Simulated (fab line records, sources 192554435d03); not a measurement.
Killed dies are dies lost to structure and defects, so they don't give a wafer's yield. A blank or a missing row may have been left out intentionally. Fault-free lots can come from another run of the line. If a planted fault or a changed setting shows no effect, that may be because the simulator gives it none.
2 desks looking at one fault -- flow n5_finfet -- each desk has only its own numbers; what lay behind them comes last

AT THE TOOL OWNER'S DESK: pvd_sputter-01
The tool's own readings at N5_BEOL_M6_SPUTTER_48 (material Cu, target thk 10 nm, time 1.667 s): means of the sampled wafers that have a number, for each lot that ran on this tool. Marked OUT: a lot whose mean sits more than 4 standard deviations from the usual mean, which makes it out of limits; the brackets give that distance.
Columns: A = substrate_temp_c at N5_BEOL_M6_SPUTTER_48, usual -20.01 C; B = throttle_valve_pct at N5_BEOL_M6_SPUTTER_48, usual 30.0 %
lot,first seen here,A,B
L974,day 10 22:26,-19.94,31.2
L975,day 10 22:31,-19.92,29.5
L977,day 11 19:15,-20.13,30.6
L979,day 13 01:54,-19.99,31.2
L989,day 14 14:48,-20.04,30.8
Finding of this desk: none of the 5 lots has anything out of limits.

THE METROLOGY DESK
Lot by lot, what the gauges showed, no matter which tool ran the lot: averages of those sampled wafers that carry a number. Marked OUT: a lot whose mean sits more than 4 standard deviations from the usual mean, which makes it out of limits; the brackets give that distance.
Columns: A = cd_nm at N5_PASSIVATION_CD_MEAS_44, usual 39999 nm
lot,first seen here,A
L971,day 13 23:58,39993
L974,day 14 07:56,40001
L975,day 14 08:07,40000
L976,day 14 17:50,39999
L977,day 15 09:24,39998
L978,day 15 14:29,39996
L980,day 15 22:15,40001
L979,day 16 12:57,39996
L982,day 16 16:27,40001
L989,day 18 02:54,39998
L991,day 18 03:59,40000
L992,day 18 15:41,39997
Finding of this desk: none of the 12 lots has anything out of limits.

ALL TOGETHER
The tool owner's desk saw nothing out of limits.
Metrology desk: nothing out of limits seen.

WHAT THE SIMULATOR HAD PUT IN
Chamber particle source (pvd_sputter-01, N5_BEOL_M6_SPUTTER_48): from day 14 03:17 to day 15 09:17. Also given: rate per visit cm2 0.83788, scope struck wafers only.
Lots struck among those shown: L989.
